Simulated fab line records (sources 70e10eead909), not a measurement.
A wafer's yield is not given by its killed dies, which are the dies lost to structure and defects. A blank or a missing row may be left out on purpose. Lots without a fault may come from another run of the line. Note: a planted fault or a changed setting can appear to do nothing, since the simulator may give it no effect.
Matching of chambers    flow nand harc    NHARC_THIN_TSV_DEP_43 on pecvd-04: 3 sister chambers
The step deposits SiO2, target thk 1328.5 nm. 20 wafers are shown with their chamber, then 10 later ones without.

== WAFERS WITH THEIR CHAMBER ==
wafer   chamber  throttle valve pct (%)
L794.1  2        15.9
L794.2  0        16.4
L794.5  0        16.3
L795.2  1        16.6
L795.3  0        16.4
L795.6  1        16.6
L801.1  2        15.9
L801.3  1        15.8
L801.4  1        15.7
L805.1  0        17.1
L805.3  2        15.8
L805.5  0        17.0
L803.1  1        15.8
L803.4  0        17.2
L803.5  1        15.7
L807.1  0        16.9
L807.4  1        15.9
L807.5  0        16.9
L808.2  1        15.8
L808.5  2        15.9

SIGNATURES (averages over the wafers above)
reading             chamber 0  chamber 1  chamber 2  scatter within a chamber
throttle valve pct  16.775     15.988     15.875     0.335
Rule: distance of a wafer from a chamber = root of the sum over the readings of ((wafer's reading minus chamber's mean) / reading's scatter) squared. The wafer belongs to the nearest chamber; if the next one is less than 2 further off, it can't be placed. The scatter is the square root of a quotient: the sum, over the shown wafers, of each reading's squared deviation from its chamber's mean, divided by wafers minus chambers.

== WAFERS WITH NO CHAMBER GIVEN ==
wafer   throttle valve pct (%)
L808.6  15.9
L804.1  17.1
L804.2  15.8
L804.3  15.8
L809.3  17.2
L809.5  17.3
L809.6  15.8
L812.2  15.7
L812.4  15.8
L812.5  16.0

== WHICH CHAMBER EACH WENT THROUGH ==
wafer   from the rows above      in truth
L808.6  can't be placed: 2 or 1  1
L804.1  0                        0
L804.2  can't be placed: 2 or 1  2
L804.3  can't be placed: 2 or 1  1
L809.3  0                        0
L809.5  0                        0
L809.6  can't be placed: 2 or 1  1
L812.2  can't be placed: 2 or 1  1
L812.4  can't be placed: 2 or 1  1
L812.5  can't be placed: 1 or 2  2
Placed correctly: 3 of 10. Cannot be placed on the basis of these rows: 7; the candidates contain the true chamber in 7. Wrongly placed: 0.
